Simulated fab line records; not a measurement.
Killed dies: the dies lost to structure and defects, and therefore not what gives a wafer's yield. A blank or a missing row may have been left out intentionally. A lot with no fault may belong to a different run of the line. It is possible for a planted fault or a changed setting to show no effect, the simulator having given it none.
Chamber matching / flow n5 finfet / N5_FIN_CUT_CUT_ETCH_15 on rie si-03: 4 sister chambers
The step etches Si in HBr/Cl2/O2, target depth 100 nm, bt time 10 s, time 42.4 s. 4 wafers are shown with their chamber, then 8 later ones without.

## WAFERS PAIRED WITH THEIR CHAMBERS
wafer=L077.4; chamber=1; drypump motor current A (A)=5.2
wafer=L080.2; chamber=2; drypump motor current A (A)=5.8
wafer=L081.3; chamber=3; drypump motor current A (A)=5.8
wafer=L082.1; chamber=0; drypump motor current A (A)=6.4

## WAFERS WITHOUT THEIR CHAMBER
wafer=L082.4; drypump motor current A (A)=5.8
wafer=L082.6; drypump motor current A (A)=6.4
wafer=L090.1; drypump motor current A (A)=5.8
wafer=L090.2; drypump motor current A (A)=6.3
wafer=L090.6; drypump motor current A (A)=6.3
wafer=L096.1; drypump motor current A (A)=6.3
wafer=L096.2; drypump motor current A (A)=5.8
wafer=L096.4; drypump motor current A (A)=5.2

## WHICH CHAMBER EACH ONE RAN IN
wafer=L082.4; from the rows above=can't be placed: 2 or 3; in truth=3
wafer=L082.6; from the rows above=0; in truth=0
wafer=L090.1; from the rows above=can't be placed: 2 or 3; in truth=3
wafer=L090.2; from the rows above=0; in truth=0
wafer=L090.6; from the rows above=0; in truth=0
wafer=L096.1; from the rows above=0; in truth=0
wafer=L096.2; from the rows above=can't be placed: 2 or 3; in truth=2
wafer=L096.4; from the rows above=1; in truth=1
Correctly placed: 5 of 8. Can't be placed from these rows: 3 (the true chamber is among the candidates in 3). Number placed wrongly: 0.
How it was worked out, from the rows above alone: a wafer's distance from a chamber is the root of the sum, over the readings, of the square of ((its reading less the chamber's mean) divided by the reading's scatter). The wafer belongs to the nearest chamber; if the next one is less than 2 further off, it can't be placed. The mean given for a chamber averages the wafers shown for that chamber. The scatter (one wafer shown for each chamber): square how far every hidden wafer sits from the nearest shown wafer, average those squares and take the square root.
